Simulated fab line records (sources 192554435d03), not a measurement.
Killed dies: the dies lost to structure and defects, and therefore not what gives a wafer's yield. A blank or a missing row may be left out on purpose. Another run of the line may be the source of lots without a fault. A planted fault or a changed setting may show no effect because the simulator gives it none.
Struck lot and sound lot, side by side / flow n5-finfet / 16 steps out of a route of 1938
Sound: the wafers L714.1, L714.3, L714.5. The struck wafers were L720.1, L720.4, L720.5. At the end, the cause is stated.
At each step with rows: each side's tool, then ch and its chambers, then its first start. Under that, the readings that differ: sound wafers / struck wafers / difference of the means / sigmas: that difference in standard deviations of wafers without a fault.
alike: a reading whose means differ by less than 2 such deviations, as well as words and numbers matching on both sides. not compared: withheld readings; readings where some wafer has no value; bounds like >300 that might hide an equal value; numbers whose values overlap and for which the record gives no deviation.
The two part at a step that has a row with sigmas, a row that says differs or no value, or rows on one side only. Numbers that don't overlap but have no deviation are shown without sigmas and don't part them. A reading that every wafer of one side lacks parts them only if that side has two wafers or more.

first, 7 steps without rows for these wafers: N5_BEOL_M2_COAT_76 (time 60 s, resist thk 5 nm); N5_BEOL_M2_COAT_22 (resist thk 30 nm); N5_BEOL_M2_EBR_24; N5_BEOL_M2_SOFTBAKE_23 (time 60 s); N5_BEOL_M2_EXPOSE_25 (exposes mask V1, defocus 5 nm); N5_BEOL_M2_PEB_26 (peb time 60 s); N5_BEOL_M2_DEVELOP_27 (develop time 30 s).
N5_BEOL_M2_CD_MEAS_28: target cd 26.2 nm, target cd y 24.1 nm.
  sound on cd-sem-03 ch 0, day 9 05:07; struck on cd-sem-03 ch 0, day 10 18:23
  alike: cd-nm
N5_BEOL_M2_OVL_MEAS_29:
  sound on overlay-01 ch 0, day 9 05:08; struck on overlay-02 ch 0, day 10 18:25
  alike: V1_OVL
N5_BEOL_M2_INSPECT_30: inspects for defects (brightfield).
  sound on defect-inspect-02, day 9 05:12; struck on defect-inspect-01, day 10 18:28
  alike: raw-defect-count
N5_BEOL_M2_DESCUM_33: chemistry O2, time 7 s.
  sound on rie-diel-05 ch 0,1, day 9 05:14; struck on rie-diel-05 ch 0,1,2, day 10 18:31
  alike: drypump-motor-current-A, oes-product-au, rf-vpp-V, showerhead-plenum-p-Torr, throttle-valve-pct
  not compared: rf-hours-counter-h
N5_BEOL_M2_ETCH_77: etches underlayer in N2/H2, target depth 6.5 nm, time 5.2 s.
  sound on rie-diel-05 ch 0,1, day 9 05:16; struck on rie-diel-05 ch 0,1,2, day 10 18:32
  alike: bias-w, drypump-motor-current-A, etch-rf-on-time-s, n2-flow-sccm, oes-product-au, rf-vpp-V, showerhead-plenum-p-Torr, throttle-valve-pct
  not compared: rf-hours-counter-h
N5_BEOL_M2_ETCH_69: etches SiARC in CF4, target depth 15.6 nm, time 26 s.
  sound on rie-diel-05 ch 0,1, day 9 05:17; struck on rie-diel-05 ch 0,1,2, day 10 18:34
reading=bias-w (W); sound=35.94 35.95 35.84; struck=31.86 31.90 31.82; difference=-4.05; sigmas=-37
reading=rf-vpp-V (V); sound=184.0 184.9 183.7; struck=170.5 168.7 171.3; difference=-14.0; sigmas=-13
  alike: drypump-motor-current-A, etch-rf-on-time-s, oes-product-au, showerhead-plenum-p-Torr, throttle-valve-pct
  not compared: rf-hours-counter-h
N5_BEOL_M2_ALD_98: deposits SiO2, target thk 2.5 nm, pulse time 1 s, co reactant pulse time 1 s.
  sound on ald-sin-03 ch 1,3, day 9 05:41; struck on ald-sin-03 ch 0,1,2, day 10 18:41
  alike: heater-power-w, precursor-pulse-height-rel
  not compared: since-wet-clean-h
N5_BEOL_M4_RC_MEAS_101:
  sound on prober-01 ch 0, day 10 21:55; struck on prober-01 ch 0, day 12 11:23
  alike: DIBL_N, DIBL_P, IOFF_N, IOFF_P, ION_N, ION_P, SS_N, SS_P, VT_N, VT_P
-- here the record skips 4 days between the struck wafers' starts before and after, leaving off in module BEOL_M4 and picking up in module PASSIVATION (first step shown: number 1936 of the route) --
N5_PASSIVATION_PROBE_49:
  sound on prober-01, day 15 00:38; struck on prober-02, day 16 20:14
  alike: defect-limited-yield, killed_at_M0_to_M3, killed_at_M4_up, killed-at-contacts, killed-at-front-end, killed-at-other, killed-dies, killed-open, killed-short, sort_bin_5_function, sort_bin_6_memory, sort-n-pass, sort-yield-pct

WHERE THEY PART
Only at N5_BEOL_M2_ETCH_69, within this record. Later steps at which nothing parts them and some readings are alike: N5_BEOL_M2_ALD_98, N5_BEOL_M4_RC_MEAS_101, N5_PASSIVATION_PROBE_49.

WHY: what the simulator had put in
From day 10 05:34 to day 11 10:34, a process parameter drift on rie-diel-05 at N5_BEOL_M2_ETCH_69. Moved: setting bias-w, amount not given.
